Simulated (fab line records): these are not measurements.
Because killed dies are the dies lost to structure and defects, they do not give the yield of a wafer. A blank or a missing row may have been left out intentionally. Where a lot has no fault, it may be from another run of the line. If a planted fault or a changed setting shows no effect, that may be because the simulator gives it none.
Which tool was responsible? | flow nand harc | 69 wafers from 23 lots sampled at 5 of the route's 1159 steps

WHAT THE GAUGES READ, wafer by wafer
NHARC_P_M2_CD_MEAS_16. Usual: cd nm 170.6 nm, standard deviation 0.93.
lot  | measured     | on        | cd nm (nm)        | flag
L074 | day 6 15:26  | cd sem-01 | 170.0 171.2 169.3 |
L075 | day 6 15:58  | cd sem-01 | 169.1 170.2 171.7 |
L076 | day 6 22:40  | cd sem-03 | 168.8 169.8 170.5 |
L077 | day 6 23:47  | cd sem-03 | 171.2 171.1 169.9 |
L078 | day 7 00:16  | cd sem-02 | 169.9 168.7 171.4 |
L079 | day 7 13:57  | cd sem-02 | 170.0 171.9 171.0 |
L081 | day 8 01:13  | cd sem-02 | 170.3 170.9 169.2 |
L080 | day 8 01:57  | cd sem-02 | 171.7 169.1 171.4 |
L083 | day 8 10:00  | cd sem-02 | 170.2 171.2 171.1 |
L082 | day 8 13:09  | cd sem-03 | 170.9 168.8 170.5 |
L084 | day 8 13:47  | cd sem-02 | 168.6 171.5 172.2 |
L086 | day 9 10:57  | cd sem-01 | 171.8 170.0 170.4 |
L087 | day 9 11:07  | cd sem-02 | 170.9 171.3 171.6 |
L085 | day 9 11:52  | cd sem-03 | 170.9 171.6 171.7 |
L088 | day 9 14:00  | cd sem-02 | 170.4 170.6 168.9 |
L090 | day 10 04:35 | cd sem-01 | 170.3 169.2 169.8 |
L091 | day 10 12:04 | cd sem-02 | 171.5 170.3 168.9 |
L092 | day 10 14:31 | cd sem-03 | 171.9 170.1 170.5 |
L093 | day 10 23:46 | cd sem-01 | 170.9 170.2 171.7 |
L094 | day 11 05:01 | cd sem-03 | 171.5 170.8 170.1 |
L095 | day 11 05:45 | cd sem-01 | 171.7 169.9 170.7 |
L096 | day 11 10:59 | cd sem-02 | 170.5 169.5 171.2 |
L097 | day 11 21:58 | cd sem-02 | 170.5 169.8 173.1 |

NHARC_P_BONDPAD_THK_MEAS_33: measures by ellipsometry. Usual: thk nm 199.0 nm, standard deviation 1.5.
lot  | measured     | on            | thk nm (nm)       | flag
L074 | day 6 19:04  | film metro-02 | 199.4 200.2 198.2 |
L075 | day 6 19:28  | film metro-01 | 199.8 200.2 199.2 |
L076 | day 7 02:12  | film metro-01 | 200.0 197.7 199.5 |
L077 | day 7 03:20  | film metro-02 | 198.1 199.1 199.7 |
L078 | day 7 03:59  | film metro-02 | 199.6 198.7 199.1 |
L079 | day 7 17:29  | film metro-01 | 197.0 200.2 199.3 |
L081 | day 8 04:44  | film metro-02 | 199.9 200.4 197.1 |
L080 | day 8 05:27  | film metro-01 | 197.8 199.5 197.6 |
L083 | day 8 13:29  | film metro-02 | 199.8 198.8 199.6 |
L082 | day 8 16:40  | film metro-02 | 200.5 199.1 199.8 |
L084 | day 8 17:28  | film metro-01 | 200.9 201.6 196.5 |
L086 | day 9 14:40  | film metro-02 | 196.3 199.3 202.0 |
L087 | day 9 14:58  | film metro-02 | 197.9 200.6 200.0 |
L085 | day 9 15:22  | film metro-01 | 202.3 200.9 199.6 |
L088 | day 9 17:31  | film metro-01 | 198.1 196.4 199.2 |
L090 | day 10 08:12 | film metro-02 | 199.2 197.4 197.8 |
L091 | day 10 15:34 | film metro-02 | 198.7 197.7 197.8 |
L092 | day 10 18:01 | film metro-02 | 201.8 198.8 200.5 |
L093 | day 11 03:23 | film metro-01 | 196.5 198.8 197.9 |
L094 | day 11 08:35 | film metro-01 | 198.7 198.6 197.9 |
L095 | day 11 10:03 | film metro-01 | 196.7 202.2 197.7 |
L096 | day 11 14:41 | film metro-01 | 197.2 199.1 199.8 |
L097 | day 12 01:27 | film metro-01 | 198.3 201.8 203.5 |

WHICH TOOL RAN EACH LOT (tool, then ch and the chambers of the sampled wafers, then the start)
lot  | NHARC_P_GATE_DESCUM_61            | NHARC_P_M2_DESCUM_14               | NHARC_P_M2_STRIP_18
L074 | rie diel-05 ch 0,2,3, day 5 12:57 | rie diel-06 ch 1,2,3, day 6 15:04  | rie diel-06 ch 0,1,3, day 6 15:31
L075 | rie diel-05 ch 0,2,3, day 5 13:19 | rie diel-05 ch 0,2,3, day 6 15:38  | rie diel-06 ch 1,2,3, day 6 16:02
L076 | rie diel-02 ch 0,1,3, day 5 21:02 | rie diel-06 ch 0,1,2, day 6 22:22  | rie diel-06 ch 2,3, day 6 22:45
L077 | rie diel-05 ch 0,2,3, day 6 00:05 | rie diel-06 ch 1,2,3, day 6 23:29  | rie diel-05 ch 0,2,3, day 6 23:52
L078 | rie diel-05 ch 0,1, day 6 00:17   | rie diel-02 ch 0,1,3, day 6 23:58  | rie diel-05 ch 0,3, day 7 00:24
L079 | rie diel-02 ch 0,1,2, day 6 15:10 | rie diel-06 ch 0,3, day 7 13:38    | rie diel-06 ch 0,3, day 7 14:02
L081 | rie diel-05 ch 2,3, day 7 01:23   | rie diel-06 ch 0,1,2, day 8 00:53  | rie diel-02 ch 1,2,3, day 8 01:22
L080 | rie diel-02 ch 1,2, day 7 02:20   | rie diel-06 ch 0,3, day 8 01:39    | rie diel-06 ch 2,3, day 8 02:03
L083 | rie diel-05 ch 1,2, day 7 12:10   | rie diel-06 ch 0,1, day 8 09:41    | rie diel-06 ch 0,1, day 8 10:04
L082 | rie diel-05 ch 1,2,3, day 7 16:59 | rie diel-06 ch 2,3, day 8 12:51    | rie diel-05 ch 1,3, day 8 13:13
L084 | rie diel-08 ch 1,2,3, day 7 18:34 | rie diel-05 ch 0,2,3, day 8 13:26  | rie diel-06 ch 2,3, day 8 13:53
L086 | rie diel-08 ch 2,3, day 8 11:01   | rie diel-06 ch 0,3, day 9 10:35    | rie diel-06 ch 0,2,3, day 9 11:04
L087 | rie diel-02 ch 0,2,3, day 8 11:15 | rie diel-06 ch 0,2,3, day 9 10:44  | rie diel-02 ch 0,2, day 9 11:13
L085 | rie diel-08 ch 0,2,3, day 8 11:40 | rie diel-05 ch 2,3, day 9 11:29    | rie diel-06 ch 0,1,2, day 9 11:56
L088 | rie diel-02 ch 0,1,3, day 8 17:08 | rie diel-06 ch 1,2,3, day 9 13:43  | rie diel-06 ch 0,3, day 9 14:06
L090 | rie diel-05 ch 2,3, day 9 07:29   | rie diel-06 ch 1,2, day 10 04:17   | rie diel-06 ch 0,2, day 10 04:41
L091 | rie diel-08 ch 1,2,3, day 9 14:32 | rie diel-06 ch 0,1,3, day 10 11:47 | rie diel-02 ch 0,2,3, day 10 12:09
L092 | rie diel-05 ch 0,3, day 9 19:13   | rie diel-06 ch 0,1,2, day 10 14:13 | rie diel-02 ch 0,2, day 10 14:35
L093 | rie diel-05 ch 0,3, day 10 02:16  | rie diel-05 ch 2,3, day 10 23:27   | rie diel-06 ch 0,1, day 10 23:50
L094 | rie diel-05 ch 1,2, day 10 09:40  | rie diel-05 ch 0,1,3, day 11 04:41 | rie diel-05 ch 1,2,3, day 11 05:07
L095 | rie diel-05 ch 2,3, day 10 10:10  | rie diel-05 ch 1,3, day 11 05:27   | rie diel-02 ch 1,2,3, day 11 05:55
L096 | rie diel-05 ch 0,2, day 10 15:11  | rie diel-06 ch 1,2,3, day 11 10:41 | rie diel-02 ch 0,1, day 11 11:04
L097 | rie diel-08 ch 2,3, day 11 02:25  | rie diel-06 ch 0,1,3, day 11 21:40 | rie diel-06 ch 2,3, day 11 22:02
- NHARC_P_GATE_DESCUM_61: chemistry O2, time 3 s.
- NHARC_P_M2_DESCUM_14: chemistry O2, time 3 s.
- NHARC_P_M2_STRIP_18: strips in N2/H2.

AS READ BY THE TOOLS THEMSELVES (means over the sampled wafers that have a number; for cases with no such wafer, the mark the record gives instead)
NHARC_P_GATE_DESCUM_61. Usual: drypump motor current A 5.8 A, standard deviation 0.34; oes product au 1.000 a.u., standard deviation 0.012; rf vpp V 57.8 V, standard deviation 0.79; showerhead plenum p Torr 1.92 Torr, standard deviation 0.053; throttle valve pct 11.312 %, standard deviation 0.0084.
lot  | tool        | drypump motor current A (A) | oes product au (a.u.) | rf vpp V (V) | showerhead plenum p Torr (Torr) | throttle valve pct (%) | flag
L074 | rie diel-05 | 5.9                         | 0.993                 | 57.2         | 1.93                            | 11.317                 |
L075 | rie diel-05 | 5.9                         | 0.996                 | 57.4         | 1.93                            | 11.312                 |
L076 | rie diel-02 | 5.8                         | 1.005                 | 58.0         | 1.96                            | 11.309                 |
L077 | rie diel-05 | 5.9                         | 0.999                 | 56.8         | 1.93                            | 11.304                 |
L078 | rie diel-05 | 5.8                         | 0.991                 | 57.7         | 1.90                            | 11.310                 |
L079 | rie diel-02 | 5.6                         | 1.000                 | 57.4         | 1.93                            | 11.314                 |
L081 | rie diel-05 | 6.0                         | 1.005                 | 57.0         | 1.90                            | 11.309                 |
L080 | rie diel-02 | 5.9                         | 1.000                 | 58.0         | 1.90                            | 11.318                 |
L083 | rie diel-05 | 5.9                         | 0.999                 | 56.7         | 1.88                            | 11.296                 |
L082 | rie diel-05 | 5.9                         | 1.014                 | 57.6         | 1.91                            | 11.318                 |
L084 | rie diel-08 | 5.4                         | 0.993                 | 59.0         | 1.95                            | 11.327                 |
L086 | rie diel-08 | 5.7                         | 1.000                 | 58.8         | 1.99                            | 11.307                 |
L087 | rie diel-02 | 5.7                         | 0.998                 | 57.0         | 1.90                            | 11.317                 |
L085 | rie diel-08 | 5.8                         | 0.995                 | 57.4         | 1.93                            | 11.305                 |
L088 | rie diel-02 | 5.8                         | 1.001                 | 58.4         | 1.95                            | 11.310                 |
L090 | rie diel-05 | 6.0                         | 1.002                 | 58.2         | 1.90                            | 11.315                 |
L091 | rie diel-08 | 5.4                         | 0.996                 | 58.0         | 1.94                            | 11.311                 |
L092 | rie diel-05 | 5.8                         | 1.010                 | 58.2         | 1.95                            | 11.308                 |
L093 | rie diel-05 | 5.8                         | 1.004                 | 57.8         | 1.95                            | 11.319                 |
L094 | rie diel-05 | 6.0                         | 0.998                 | 58.2         | 1.87                            | 11.310                 |
L095 | rie diel-05 | 6.0                         | 0.997                 | 57.6         | 1.90                            | 11.314                 |
L096 | rie diel-05 | 6.0                         | 0.995                 | 57.7         | 1.92                            | 11.311                 |
L097 | rie diel-08 | 5.7                         | 0.989                 | 58.0         | 1.98                            | 11.307                 |

NHARC_P_M2_DESCUM_14. Usual: drypump motor current A 6.0 A, standard deviation 0.53; oes product au 0.999 a.u., standard deviation 0.013; rf vpp V 57.9 V, standard deviation 0.96; showerhead plenum p Torr 1.94 Torr, standard deviation 0.087; throttle valve pct 11.311 %, standard deviation 0.0097.
lot  | tool        | drypump motor current A (A) | oes product au (a.u.) | rf vpp V (V) | showerhead plenum p Torr (Torr) | throttle valve pct (%) | flag
L074 | rie diel-06 | 5.8                         | 1.003                 | 58.3         | 1.96                            | 11.315                 |
L075 | rie diel-05 | 5.9                         | 1.004                 | 57.8         | 1.93                            | 11.311                 |
L076 | rie diel-06 | 6.3                         | 0.994                 | 57.8         | 1.92                            | 11.308                 |
L077 | rie diel-06 | 5.8                         | 0.999                 | 58.3         | 1.96                            | 11.303                 |
L078 | rie diel-02 | 5.7                         | 1.013                 | 57.7         | 1.96                            | 11.320                 |
L079 | rie diel-06 | 6.2                         | 0.988                 | 57.2         | 1.94                            | 11.303                 |
L081 | rie diel-06 | 6.2                         | 0.991                 | 57.3         | 1.92                            | 11.313                 |
L080 | rie diel-06 | 6.3                         | 0.996                 | 57.9         | 1.94                            | 11.313                 |
L083 | rie diel-06 | 5.8                         | 0.985                 | 57.4         | 1.83                            | 11.314                 |
L082 | rie diel-06 | 6.2                         | 1.004                 | 58.1         | 2.05                            | 11.319                 |
L084 | rie diel-05 | 5.9                         | 1.003                 | 57.1         | 1.93                            | 11.319                 |
L086 | rie diel-06 | 6.3                         | 0.992                 | 57.2         | 1.94                            | 11.310                 |
L087 | rie diel-06 | 6.2                         | 0.992                 | 58.7         | 1.99                            | 11.313                 |
L085 | rie diel-05 | 6.0                         | 1.004                 | 57.3         | 1.90                            | 11.308                 |
L088 | rie diel-06 | 5.8                         | 0.998                 | 59.0         | 1.96                            | 11.310                 |
L090 | rie diel-06 | 6.2                         | 1.001                 | 58.3         | 1.97                            | 11.315                 |
L091 | rie diel-06 | 5.9                         | 0.992                 | 58.3         | 1.91                            | 11.309                 |
L092 | rie diel-06 | 6.3                         | 0.998                 | 57.8         | 1.92                            | 11.322                 |
L093 | rie diel-05 | 5.9                         | 1.010                 | 58.5         | 1.93                            | 11.313                 |
L094 | rie diel-05 | 5.8                         | 1.005                 | 57.9         | 1.92                            | 11.309                 |
L095 | rie diel-05 | 5.8                         | 1.014                 | 58.8         | 1.90                            | 11.312                 |
L096 | rie diel-06 | 5.8                         | 1.003                 | 58.9         | 1.96                            | 11.314                 |
L097 | rie diel-06 | 5.8                         | 0.990                 | 57.9         | 1.91                            | 11.311                 |

NHARC_P_M2_STRIP_18. Usual: drypump motor current A 6.0 A, standard deviation 0.52; n2 flow sccm 150.0 sccm, standard deviation 0.49; oes product au 0.998 a.u., standard deviation 0.011; rf vpp V 90.8 V, standard deviation 1; showerhead plenum p Torr 2.07 Torr, standard deviation 0.097; throttle valve pct 14.171 %, standard deviation 0.0088.
lot  | tool        | drypump motor current A (A) | n2 flow sccm (sccm) | oes product au (a.u.) | rf vpp V (V) | showerhead plenum p Torr (Torr) | throttle valve pct (%) | flag
L074 | rie diel-06 | 5.8                         | 149.7               | 0.989                 | 91.3         | 2.03                            | 14.169                 |
L075 | rie diel-06 | 5.8                         | 149.7               | 0.996                 | 91.6         | 2.09                            | 14.183                 |
L076 | rie diel-06 | 5.8                         | 150.4               | 0.997                 | 91.0         | 2.17                            | 14.175                 |
L077 | rie diel-05 | 5.9                         | 150.2               | 0.994                 | 90.5         | 2.06                            | 14.165                 |
L078 | rie diel-05 | 5.8                         | 150.3               | 0.999                 | 91.6         | 2.09                            | 14.172                 |
L079 | rie diel-06 | 6.2                         | 150.1               | 0.998                 | 90.7         | 2.07                            | 14.174                 |
L081 | rie diel-02 | 6.0                         | 150.0               | 1.004                 | 90.9         | 2.05                            | 14.170                 |
L080 | rie diel-06 | 5.8                         | 149.7               | 1.002                 | 91.6         | 2.17                            | 14.174                 |
L083 | rie diel-06 | 5.9                         | 150.3               | 0.985                 | 90.3         | 1.95                            | 14.174                 |
L082 | rie diel-05 | 5.8                         | 150.1               | 1.014                 | 90.8         | 2.07                            | 14.171                 |
L084 | rie diel-06 | 5.8                         | 150.2               | 1.002                 | 91.9         | 2.17                            | 14.170                 |
L086 | rie diel-06 | 6.2                         | 149.9               | 1.002                 | 90.7         | 2.13                            | 14.159                 |
L087 | rie diel-02 | 5.6                         | 150.0               | 1.001                 | 90.7         | 1.99                            | 14.168                 |
L085 | rie diel-06 | 6.2                         | 149.5               | 0.988                 | 90.8         | 2.05                            | 14.179                 |
L088 | rie diel-06 | 5.8                         | 150.0               | 0.996                 | 92.1         | 2.11                            | 14.167                 |
L090 | rie diel-06 | 6.6                         | 150.1               | 1.002                 | 91.3         | 2.14                            | 14.164                 |
L091 | rie diel-02 | 5.7                         | 150.3               | 1.007                 | 90.7         | 2.02                            | 14.178                 |
L092 | rie diel-02 | 5.6                         | 149.6               | 1.004                 | 90.5         | 1.99                            | 14.166                 |
L093 | rie diel-06 | 5.8                         | 150.5               | 0.983                 | 89.8         | 1.95                            | 14.173                 |
L094 | rie diel-05 | 5.9                         | 150.0               | 1.006                 | 90.5         | 2.02                            | 14.172                 |
L095 | rie diel-02 | 6.0                         | 149.8               | 0.999                 | 90.3         | 2.04                            | 14.167                 |
L096 | rie diel-02 | 5.7                         | 150.5               | 1.003                 | 91.5         | 2.10                            | 14.166                 |
L097 | rie diel-06 | 6.2                         | 150.5               | 1.004                 | 90.7         | 2.19                            | 14.166                 |

THE ANSWER, worked out from the rows above alone
Rule: a lot counts as off when the mean over its wafers that have a number is more than 3 standard deviations away from the usual mean. A lot without any number at a reading at which 4 lots or more have one is off too. All remaining lots with rows at the step are treated as sound. First the gauges in route order, then the tools' own readings, where a lot's mean is used as printed above. At the first step where some lot is off, the reading lying furthest off is the one used; lots without a number count as furthest.
Across all readings shown, no lot is off: no conclusion can be drawn from this.

WHAT THE SIMULATOR HAD PUT IN
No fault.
